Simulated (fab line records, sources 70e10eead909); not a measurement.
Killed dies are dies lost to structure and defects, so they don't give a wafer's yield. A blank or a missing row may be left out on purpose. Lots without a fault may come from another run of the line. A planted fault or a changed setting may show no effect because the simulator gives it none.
fab line records | flow nand_harc
record lots=6 wafers=18 last_day=29
route steps=1302 shown P_CONTACT@235
lots that met no fault: from a run of the same line without faults
start_h: hours from the record's first day to the start of the lot's first wafer shown | wait_h: hours since the lot's step before | " the same as in the row above | L1.1+2: a row that stands for several wafers | - no value, or no start given | * or withheld: withheld | < > ~ a bound
route shown NAME@n: a module of which the file shows steps, and the number in the route of the first | usual: mean/standard deviation of fault-free wafers | same: alike in all rows | chamber/n: place in a boat | sites: the reading at each site | _std_site: their standard deviation | _edge_site: outer sites' mean less inner sites' | radius_mm: how far each site lies from the wafer's centre | mask NAME#n: copy n | behind: the tool/chamber that last shaped the wafer | hold: why the lot was held/for how many hours/how that ended | device: the transistor (n, p or np) that didn't switch | end of line: the same wafers' tests at the end of the route | a step without rows: its recipe alone | killed: dies lost to structure and defects at the first sort, not the wafer's yield | map: a wafer's dies, x killed, . not, _ none there
set.NAME: the setting as run; set.NAME@STEP: as run at that earlier step | model.NAME: the simulator's own value behind a step, which no gauge read
lots at some steps of the route; a table a step, a row a wafer
services: from which hour (start_h, from the record's first day; less than 0 if before it) a tool's chamber was out of use, for how many hours, and why
## steps
# step NHARC_P_CONTACT_DESCUM_17
# recipe time_s=3 o2_flow_sccm=200 ar_flow_sccm=0 bias_power_w=0 chemistry=O2
# usual drypump_motor_current_A=5.52/0.26 oes_product_au=1.000/0.011 rf_vpp_V=57.9/0.98 showerhead_plenum_p_Torr=1.93/0.092 throttle_valve_pct=11.312/0.0087
# columns lot.wafer tool chamber start_h wait_h drypump_motor_current_A oes_product_au rf_hours_counter_h rf_vpp_V showerhead_plenum_p_Torr throttle_valve_pct
L261.3 rie_diel-12 1 113.12 0.1 5.66 0.987 0.2 57.3 1.88 11.304
L261.1 " 2 " " 5.68 1.001 0.2 55.0 1.80 11.318
L261.4 " 1 " " 5.67 0.986 - 58.4 1.88 11.317
L262.2 rie_diel-12 2 128.49 0.1 5.69 1.007 0.9 56.4 1.80 11.321
L262.4 " 2 " " 5.68 0.999 - 56.6 1.80 11.314
L262.6 " 1 " " 5.62 0.994 - 58.0 1.88 11.295
L268.3 rie_diel-12 1 195.19 0.1 5.64 0.980 3.0 57.5 1.88 11.313
L268.2 " 0 " " 5.48 1.006 1.8 58.3 1.85 11.321
L268.5 " 1 " " 5.63 0.985 - 56.8 1.88 11.309
L271.2 rie_diel-08 3 219.48 0.1 4.96 1.006 0.8 58.5 1.89 11.311
L271.1 " 0 " " 5.51 1.012 0.9 55.6 1.84 11.303
L271.6 " 2 " " 5.51 1.014 - 57.5 2.05 11.321
L273.4 rie_diel-12 0 233.25 0.1 5.49 0.993 3.0 58.0 1.85 11.314
L273.1 " 1 " " 5.69 0.986 4.2 58.5 1.88 11.311
L273.6 " 3 " " 5.74 1.002 - 57.8 1.96 11.306
L276.4 rie_diel-12 3 263.31 0.1 5.72 0.986 4.7 56.4 1.96 11.311
L276.1 " 0 " " 5.47 1.006 3.7 55.8 1.85 11.307
L276.6 " 1 " " 5.64 1.001 - 57.8 1.88 11.323
# step NHARC_P_CONTACT_ETCH_35
# recipe target_depth_a=390 over_etch_frac=0.3 time_s=65 ion_energy_ev=80 cf4_flow_sccm=150 ar_flow_sccm=0 rf_w=300 bias_w=100 chemistry=CF4
# step NHARC_P_CONTACT_ETCH_36
# recipe target_depth_a=2600 over_etch_frac=0.25 time_s=406.25 ion_energy_ev=200 n2_flow_sccm=150 h2_flow_sccm=150 ar_flow_sccm=0 rf_w=400 bias_w=150 chemistry=N2/H2
# usual drypump_motor_current_A=5.52/0.26 h2_flow_sccm=149.9/0.45 oes_product_au=0.998/0.012 rf_fwd_power_W=399.1/1.2 rf_vpp_V=430.8/2.9 showerhead_plenum_p_Torr=2.05/0.099 throttle_valve_pct=14.172/0.0096
# columns lot.wafer tool chamber start_h wait_h drypump_motor_current_A h2_flow_sccm oes_product_au rf_fwd_power_W rf_hours_counter_h rf_vpp_V showerhead_plenum_p_Torr throttle_valve_pct
L261.3 rie_diel-12 3 - - 5.73 149.8 0.997 400.2 0.3 433.4 2.09 14.179
L261.1 " 1 " " 5.70 148.7 0.988 401.4 0.3 431.9 2.01 14.165
L261.4 " 3 " " 5.71 150.5 0.992 399.0 - 431.1 2.09 14.178
L262.2 rie_diel-12 3 - - 5.72 149.4 1.003 396.1 1.1 431.1 2.09 14.156
L262.4 " 1 " " 5.69 150.6 0.993 400.8 - 428.1 2.00 14.166
L262.6 " 2 " " 5.71 150.0 0.990 398.2 - 426.5 1.91 14.164
L268.3 rie_diel-12 1 - - 5.67 149.8 0.994 399.9 3.0 429.6 2.00 14.160
L268.2 " 0 " " 5.49 149.9 1.006 400.1 1.8 428.3 1.97 14.175
L268.5 " 2 " " 5.68 149.8 0.986 398.2 - 427.3 1.91 14.182
L271.2 rie_diel-08 0 - - 5.50 150.1 1.006 398.1 1.0 428.9 1.96 14.178
L271.1 " 1 " " 5.82 149.7 1.001 398.4 1.1 435.0 2.20 14.160
L271.6 " 2 " " 5.46 150.4 1.006 399.3 - 435.3 2.19 14.178
L273.1 rie_diel-12 0 - - 5.50 149.2 0.995 398.7 3.1 427.2 1.97 14.167
L273.4 " 1 " " 5.66 150.3 0.980 400.5 4.3 430.4 2.00 14.173
L273.6 " 3 " " 5.70 149.3 0.983 399.9 - 433.3 2.09 14.175
L276.4 rie_diel-12 1 - - 5.70 150.1 0.989 398.4 4.9 430.0 2.00 14.178
L276.1 " 2 " " 5.70 150.1 1.006 398.3 4.7 427.8 1.91 14.172
L276.6 " 2 " " 5.72 148.9 1.002 399.0 - 426.2 1.91 14.204
# step NHARC_P_CONTACT_ETCH_18
# recipe target_depth_a=4810 time_s=240.5 c4f8_flow_sccm=20 o2_flow_sccm=10 ar_flow_sccm=withheld rf_w=600 bias_w=1500 chemistry=C4F8/O2/Ar
# step NHARC_P_CONTACT_STRIP_37
# recipe c4f8_flow_sccm=withheld o2_flow_sccm=8 ar_flow_sccm=withheld bias_w=0 chemistry=C4F8/O2/Ar
# step NHARC_P_CONTACT_ETCH_31
# recipe target_depth_a=300 time_s=85.7 ion_energy_ev=120 over_etch_frac=1 ch3f_flow_sccm=50 o2_flow_sccm=30 ar_flow_sccm=200 rf_w=500 bias_w=100 chemistry=CH3F/O2
# usual drypump_motor_current_A=5.51/0.27 oes_product_au=0.973/0.018 rf_fwd_power_W=496.5/1.8 rf_vpp_V=244.5/1.6 showerhead_plenum_p_Torr=2.47/0.11 throttle_valve_pct=20.664/0.009
# columns lot.wafer tool chamber start_h wait_h drypump_motor_current_A oes_product_au rf_fwd_power_W rf_hours_counter_h rf_vpp_V showerhead_plenum_p_Torr throttle_valve_pct
L261.3 rie_diel-12 3 - - 5.72 0.984 494.8 0.7 245.2 2.51 20.676
L261.1 " 1 " " 5.66 0.964 497.6 0.6 243.4 2.42 20.650
L261.4 " 3 " " 5.71 0.981 492.8 - 244.5 2.51 20.670
L262.2 rie_diel-12 2 - - 5.74 0.972 495.4 1.3 242.5 2.31 20.651
L262.4 " 3 " " 5.73 0.970 494.5 - 243.9 2.51 20.654
L262.6 " 1 " " 5.68 0.965 494.6 - 243.9 2.42 20.648
L268.3 rie_diel-12 2 - - 5.72 0.978 496.5 3.1 242.7 2.31 20.655
L268.2 " 1 " " 5.70 0.963 498.7 3.3 245.5 2.42 20.656
L268.5 " 2 " " 5.68 0.980 496.1 - 242.5 2.31 20.667
L271.1 rie_diel-08 3 - - 4.96 0.986 501.0 1.2 244.7 2.43 20.672
L271.2 " 0 " " 5.51 0.996 493.2 1.2 241.6 2.37 20.658
L271.6 " 3 " " 4.96 0.991 500.1 - 244.6 2.43 20.671
L273.4 rie_diel-12 1 - - 5.68 0.975 497.3 4.5 243.0 2.42 20.657
L273.1 " 2 " " 5.71 0.974 494.6 4.2 242.1 2.31 20.658
L273.6 " 3 " " 5.72 0.965 494.4 - 245.1 2.51 20.662
L276.1 rie_diel-12 0 - - 5.49 0.990 499.2 4.1 242.8 2.38 20.658
L276.4 " 3 " " 5.72 0.979 496.4 5.1 244.6 2.51 20.664
L276.6 " 1 " " 5.66 0.976 497.4 - 244.5 2.42 20.656
# step NHARC_P_CONTACT_CD_MEAS_19
# usual cd_nm=90.4/1.9
# columns lot.wafer tool chamber start_h wait_h cd_nm
L261.1 cd_sem-02 - 114.13 - 94.9
L261.3 " - " " 93.2
L261.4 " - " " 93.9
L262.2 cd_sem-02 - 129.51 - 91.9
L262.4 " - " " 92.4
L262.6 " - " " 90.7
L268.2 cd_sem-03 - 196.06 - 91.5
L268.3 " - " " 90.9
L268.5 " - " " 88.2
L271.1 cd_sem-01 - 220.34 - 88.5
L271.2 " - " " 93.6
L271.6 " - " " 91.0
L273.1 cd_sem-02 - 234.11 - 92.1
L273.4 " - " " 91.6
L273.6 " - " " 91.0
L276.1 cd_sem-03 - 264.27 - 89.4
L276.4 " - " " 92.2
L276.6 " - " " 92.0
# step NHARC_P_CONTACT_STRIP_28
# recipe o2_flow_sccm=500 ar_flow_sccm=0 bias_w=0 chemistry=O2
# step NHARC_P_CONTACT_STRIP_29
# recipe time_s=1200 temp_c=72.5 chemistry=post_etch_residue_remover
# step NHARC_P_CONTACT_DEGAS_38
# recipe temp_c=300 time_s=60
# usual heater_power_w=443/30 susceptor_temp_C=299.98/0.21
# columns lot.wafer tool chamber start_h wait_h heater_power_w susceptor_temp_C
L261.4 pvd_sputter-02 - 114.85 - 508 299.85
L261.1 " - " " 458 299.88
L261.3 " - " " 417 299.86
L262.4 pvd_sputter-03 - 130.21 - 488 299.75
L262.2 " - " " 430 300.00
L262.6 " - " " 487 299.69
L268.2 pvd_sputter-01 - 196.77 - 435 299.68
L268.3 " - " " 440 300.14
L268.5 " - " " 453 299.88
L271.1 pvd_sputter-03 - 221.06 - 478 300.06
L271.2 " - " " 436 300.12
L271.6 " - " " 466 299.80
L273.4 pvd_sputter-02 - 234.82 - 467 299.99
L273.1 " - " " 515 300.01
L273.6 " - " " 467 300.00
L276.4 pvd_sputter-01 - 264.99 - 480 300.12
L276.1 " - " " 453 300.03
L276.6 " - " " 421 299.71
# step NHARC_P_CONTACT_PRE_CLEAN_39
# recipe time_s=19.5 bias_v=250 gas=Ar
# step NHARC_P_CONTACT_PVD_32
# recipe target_thk_a=50 chamber_pressure_pa=5 power_w=5000 substrate_temp_c=200 time_s=17.7 material=Ti
# usual substrate_temp_c=200.00/0.17 throttle_valve_pct=29.9/0.88
# columns lot.wafer tool chamber start_h wait_h substrate_temp_c throttle_valve_pct
L261.3 pvd_sputter-02 - - - 200.06 29.6
L261.1 " - " " 200.19 28.2
L261.4 " - " " 199.74 31.0
L262.2 pvd_sputter-03 - - - 200.07 29.1
L262.4 " - " " 200.02 29.4
L262.6 " - " " 199.95 30.4
L268.2 pvd_sputter-01 - - - 200.10 30.7
L268.3 " - " " 200.19 29.2
L268.5 " - " " 200.03 30.5
L271.1 pvd_sputter-03 - - - 199.63 28.9
L271.2 " - " " 200.13 29.9
L271.6 " - " " 199.82 29.8
L273.4 pvd_sputter-02 - - - 200.03 31.3
L273.1 " - " " 200.04 29.4
L273.6 " - " " 199.99 27.9
L276.1 pvd_sputter-01 - - - 200.05 31.3
L276.4 " - " " 200.04 30.3
L276.6 " - " " 199.81 29.8
# step NHARC_P_CONTACT_ALD_22
# recipe target_thk_a=30 pulse_time_s=1 ald_cycles=150 temp_c=450 material=TiN
# usual ald_cycles=150/0 heater_power_w=1057/63 precursor_pulse_height_rel=1.001/0.019 susceptor_temp_C=449.98/0.25
# columns lot.wafer tool chamber start_h wait_h ald_cycles heater_power_w precursor_pulse_height_rel susceptor_temp_C
L261.4 ald_metal-01 3 115.08 - 150 1041 1.017 449.66
L261.1 " 1 " " 150 1078 1.004 449.79
L261.3 " 2 " " 150 1190 1.015 450.23
L262.4 ald_metal-02 0 130.46 - 150 979 1.011 450.49
L262.2 " 3 " " 150 1037 0.996 449.92
L262.6 " 1 " " 150 1099 1.008 450.19
L268.3 ald_metal-02 3 197.01 - 146 1050 0.983 450.35
L268.2 " 1 " " 146 1135 1.006 449.72
L268.5 " 3 " " 146 1072 0.999 450.19
L271.2 ald_metal-02 2 221.29 - 146 1050 0.979 450.42
L271.1 " 1 " " 146 1121 1.014 449.83
L271.6 " 2 " " 146 1051 1.031 450.17
L273.1 ald_metal-03 3 235.07 - 150 1099 0.983 450.35
L273.4 " 3 " " 150 1105 0.993 450.18
L273.6 " 1 " " 150 1004 0.996 449.74
L276.4 ald_metal-01 3 265.22 - 150 1085 1.004 449.48
L276.1 " 0 " " 150 1004 0.991 449.90
L276.6 " 3 " " 150 1076 0.962 449.42
# step NHARC_P_CONTACT_CVD_23
# recipe target_thk_a=2000 temp_c=300 pressure_torr=40 wf6_flow_sccm=40 h2_flow_sccm=1600 ar_flow_sccm=1560 time_s=557 material=W
## services
# columns tool chamber start_h hours kind
rie_diel-12 - 91.40 9.0 pm
rie_diel-12 0 91.40 9.0 vent_cycle
ald_metal-01 3 98.11 5.5 repair
pvd_sputter-02 - 104.04 10.0 pm
ald_metal-03 2 106.92 10.5 repair
rie_diel-12 0 108.99 9.0 repair
ald_metal-03 - 111.97 1.0 repair
ald_metal-02 - 123.18 0.8 repair
rie_diel-12 0 127.09 5.6 repair
ald_metal-03 0 148.30 9.4 repair
pvd_sputter-02 - 154.95 3.2 repair
ald_metal-01 0 157.49 22.9 repair
rie_diel-12 - 162.65 0.6 repair
ald_metal-03 1 164.19 28.0 repair
ald_metal-01 - 170.00 10.0 pm
pvd_sputter-03 - 170.00 10.0 pm
ald_metal-01 2 189.91 25.1 repair
rie_diel-08 - 191.12 9.0 pm
pvd_sputter-03 - 203.14 1.0 repair
ald_metal-03 - 212.00 10.0 pm
pvd_sputter-01 - 226.00 10.0 pm
ald_metal-01 0 241.57 5.9 repair
ald_metal-02 - 254.00 10.0 pm
pvd_sputter-02 - 263.14 1.9 repair
## key
first_sign step=NHARC_P_CONTACT_ALD_22 reading=ald_cycles direction=down sigmas=99+ usual=150 struck=146
effect none on later readings
met_at NHARC_P_CONTACT_ALD_22
struck_wafers L268.2,L268.3,L268.5,L271.1,L271.2,L271.6
tester_left_out L268,L271
onset_between 130.46 197.01
fault kind=process_parameter_drift tool=ald_metal-02 chamber=- onset_h=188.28 steps=NHARC_P_CONTACT_ALD_22 channel=ald_cycles offset=-4 shape=step end_h=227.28 acts_in=these_recipes_only stated=150
# tester_left_out: of these lots the tester's yield and bins aren't shown, on N5 and GAA mostly nor the transistor test; their killed dies are dies lost to structure and defects alone, not to doping, threshold or leakage, so they don't give the yield
